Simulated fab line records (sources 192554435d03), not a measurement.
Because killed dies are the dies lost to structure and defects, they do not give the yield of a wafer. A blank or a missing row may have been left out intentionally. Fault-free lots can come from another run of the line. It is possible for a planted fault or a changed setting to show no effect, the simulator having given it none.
Which of the tools did it? / flow n5_finfet / 12 lots with 36 wafers sampled at 2 steps, on a route of 1938 steps

== WHAT EACH GAUGE READ, for each wafer ==
N5_BEOL_M3_CD_MEAS_18: pitch 36 nm, target cd 18 nm.
lot=L075; measured=day 7 16:22; on=cd_sem-01; cd_nm (nm)=17.63 17.76 18.56
lot=L079; measured=day 8 09:32; on=cd_sem-03; cd_nm (nm)=18.04 18.46 18.10
lot=L078; measured=day 8 17:41; on=cd_sem-03; cd_nm (nm)=17.95 17.92 17.88
lot=L080; measured=day 9 14:52; on=cd_sem-02; cd_nm (nm)=18.44 18.82 18.48
lot=L082; measured=day 10 11:04; on=cd_sem-01; cd_nm (nm)=17.83 17.98 18.23
lot=L085; measured=day 10 17:34; on=cd_sem-02; cd_nm (nm)=18.08 18.05 18.23
lot=L087; measured=day 10 18:14; on=cd_sem-02; cd_nm (nm)=18.05 17.89 18.27
lot=L088; measured=day 11 08:25; on=cd_sem-02; cd_nm (nm)=18.22 18.56 18.11
lot=L091; measured=day 11 16:23; on=cd_sem-02; cd_nm (nm)=17.87 17.90 17.63
lot=L093; measured=day 12 12:49; on=cd_sem-01; cd_nm (nm)=17.98 18.07 18.09
lot=L095; measured=day 13 11:46; on=cd_sem-01; cd_nm (nm)=18.03 17.81 17.69
lot=L097; measured=day 14 04:32; on=cd_sem-01; cd_nm (nm)=17.78 17.74 17.75

== WHICH TOOL RAN EACH LOT (tool, then ch and the chambers of the sampled wafers, then the start) ==
lot=L075; N5_BEOL_M3_DESCUM_16=rie_diel-02 ch 0,1,3, day 7 15:55
lot=L079; N5_BEOL_M3_DESCUM_16=rie_diel-02 ch 0,1,2, day 8 09:07
lot=L078; N5_BEOL_M3_DESCUM_16=rie_diel-02 ch 0,2, day 8 17:16
lot=L080; N5_BEOL_M3_DESCUM_16=rie_diel-02 ch 0,1, day 9 14:26
lot=L082; N5_BEOL_M3_DESCUM_16=rie_diel-06 ch 0,1,3, day 10 10:32
lot=L085; N5_BEOL_M3_DESCUM_16=rie_diel-06 ch 0,1,2, day 10 17:02
lot=L087; N5_BEOL_M3_DESCUM_16=rie_diel-02 ch 0,3, day 10 17:46
lot=L088; N5_BEOL_M3_DESCUM_16=rie_diel-06 ch 0,1, day 11 07:59
lot=L091; N5_BEOL_M3_DESCUM_16=rie_diel-05 ch 0,1,2, day 11 15:57
lot=L093; N5_BEOL_M3_DESCUM_16=rie_diel-06 ch 2,3, day 12 12:23
lot=L095; N5_BEOL_M3_DESCUM_16=rie_diel-02 ch 1,2,3, day 13 11:20
lot=L097; N5_BEOL_M3_DESCUM_16=rie_diel-06 ch 1,2, day 14 04:05
- N5_BEOL_M3_DESCUM_16: chemistry O2, time 7 s.

== THE ANSWER, worked out from the rows above alone ==
Rule: the usual values come from the lots themselves. The widest of any qualifying gaps counts: lots, ordered by their means at a reading, are off when they make up no more than a third of the lots, leave a main group of 4 or more, and stand apart from it by 3 or more times the standard deviation of that group's means. A main group is skipped when, at the precision printed for the reading in the tables above, its means are all equal. A lot without any number at a reading at which 4 lots or more have one is off too. The other lots that the step has rows for count as sound.
No lot is off on any of the readings shown, so nothing can be concluded from this.

== WHAT HAD BEEN PUT IN BY THE SIMULATOR ==
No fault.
